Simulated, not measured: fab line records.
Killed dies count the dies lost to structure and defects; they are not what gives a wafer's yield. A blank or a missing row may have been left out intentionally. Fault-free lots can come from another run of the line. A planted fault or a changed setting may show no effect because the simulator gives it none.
Matching of chambers    flow nand-harc    NHARC_P_CONTACT_ETCH_35 on rie-diel-09: 4 sister chambers
The step etches the open film in CF4, target depth 39 nm, time 65 s. 4 wafers are shown with their chamber, then 9 later ones without.

== WAFERS WITH THEIR CHAMBER ==
wafer   chamber  rf-vpp-V (V)
L083.3  0        148.4
L084.3  2        153.3
L090.1  3        153.5
L090.6  1        150.2

== WAFERS WITH NO CHAMBER GIVEN ==
wafer   rf-vpp-V (V)
L089.2  152.4
L089.4  149.4
L089.6  152.4
L091.1  151.9
L091.2  151.4
L091.6  152.2
L093.3  152.8
L093.4  151.2
L093.5  153.6

== CHAMBER TAKEN BY EACH ==
wafer   from the rows above                in truth
L089.2  can't be placed: 2 or 3 or 1       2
L089.4  can't be placed: 1 or 0            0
L089.6  can't be placed: 2 or 3 or 1       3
L091.1  can't be placed: 2 or 3 or 1       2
L091.2  can't be placed: 1 or 2 or 3 or 0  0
L091.6  can't be placed: 2 or 3 or 1       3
L093.3  can't be placed: 2 or 3            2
L093.4  can't be placed: 1 or 2 or 3 or 0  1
L093.5  can't be placed: 3 or 2            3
Correctly placed: 0 of 9. Cannot be placed on the basis of these rows: 9; the candidates contain the true chamber in 9. 0 placed wrongly.
How it was worked out, from the rows above alone: a wafer's distance from a chamber is the root of the sum, over the readings, of the square of ((its reading less the chamber's mean) divided by the reading's scatter). The wafer belongs to the nearest chamber; if the next one is less than 2 further off, it can't be placed. Each chamber's mean is taken over the wafers shown for it. The scatter: root of mean squared gap, hidden wafer to nearest shown wafer, with one shown wafer a chamber.
